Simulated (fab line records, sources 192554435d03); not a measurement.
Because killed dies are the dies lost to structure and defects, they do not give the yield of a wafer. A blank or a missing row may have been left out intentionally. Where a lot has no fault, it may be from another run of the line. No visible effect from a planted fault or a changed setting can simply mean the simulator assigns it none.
Matching of chambers -- flow n5 finfet -- pecvd-01 running N5_PASSIVATION_PECVD_55: 3 sister chambers
The step deposits SiO2 from SiH4/N2O, target thk 400 nm, time 22.5 s. 18 wafers are shown with their chamber, then 9 later ones without.

EACH WAFER AND ITS CHAMBER
wafer,chamber,throttle valve pct (%),showerhead plenum p Torr (Torr),heater power w (W)
L074.2,1,51.5,8.12,713
L074.3,0,49.4,7.96,649
L074.5,1,51.6,8.13,726
L076.3,0,49.3,7.97,634
L076.4,0,49.0,7.96,653
L076.6,2,54.6,8.16,571
L077.1,2,55.1,8.17,635
L077.3,1,51.8,8.12,683
L077.4,1,52.0,8.09,718
L078.1,1,51.6,8.09,773
L078.3,2,54.8,8.17,597
L078.5,1,51.8,8.13,600
L079.1,2,54.9,8.22,629
L079.4,0,49.0,7.97,541
L079.6,2,54.7,8.19,627
L089.4,0,49.2,7.96,706
L089.5,1,51.6,8.10,757
L089.6,2,55.3,8.17,572

SIGNATURES, as means of the wafers listed above
reading,chamber 0,chamber 1,chamber 2,scatter within a chamber
throttle valve pct,49.180,51.700,54.900,0.208
showerhead plenum p Torr,7.9640,8.1114,8.1800,0.0171
heater power w,636.60,710.00,605.17,50.3
Rule: for each reading, subtract the chamber's mean from the wafer's reading, divide by that reading's scatter and square the result; add these up over the readings and take the root, which gives the wafer's distance from the chamber. If the next closest chamber is less than 2 further off than the closest, the wafer can't be placed; otherwise it belongs to the closest. The scatter is the square root of a quotient: the sum, over the shown wafers, of each reading's squared deviation from its chamber's mean, divided by wafers minus chambers.

WAFERS WITH NO CHAMBER GIVEN
wafer,throttle valve pct (%),showerhead plenum p Torr (Torr),heater power w (W)
L090.3,51.6,8.14,659
L090.4,49.3,7.98,642
L090.5,51.6,8.11,683
L095.1,55.2,8.18,589
L095.2,51.7,8.12,750
L095.3,49.1,7.97,598
L096.2,55.7,8.19,616
L096.3,49.0,7.96,681
L096.4,55.1,8.18,614

EACH ONE'S CHAMBER
wafer,from the rows above,in truth
L090.3,1,1
L090.4,0,0
L090.5,1,1
L095.1,2,2
L095.2,1,1
L095.3,0,0
L096.2,2,2
L096.3,0,0
L096.4,2,2
Correctly placed: 9 of 9. Can't be placed from these rows: 0. Number placed wrongly: 0.
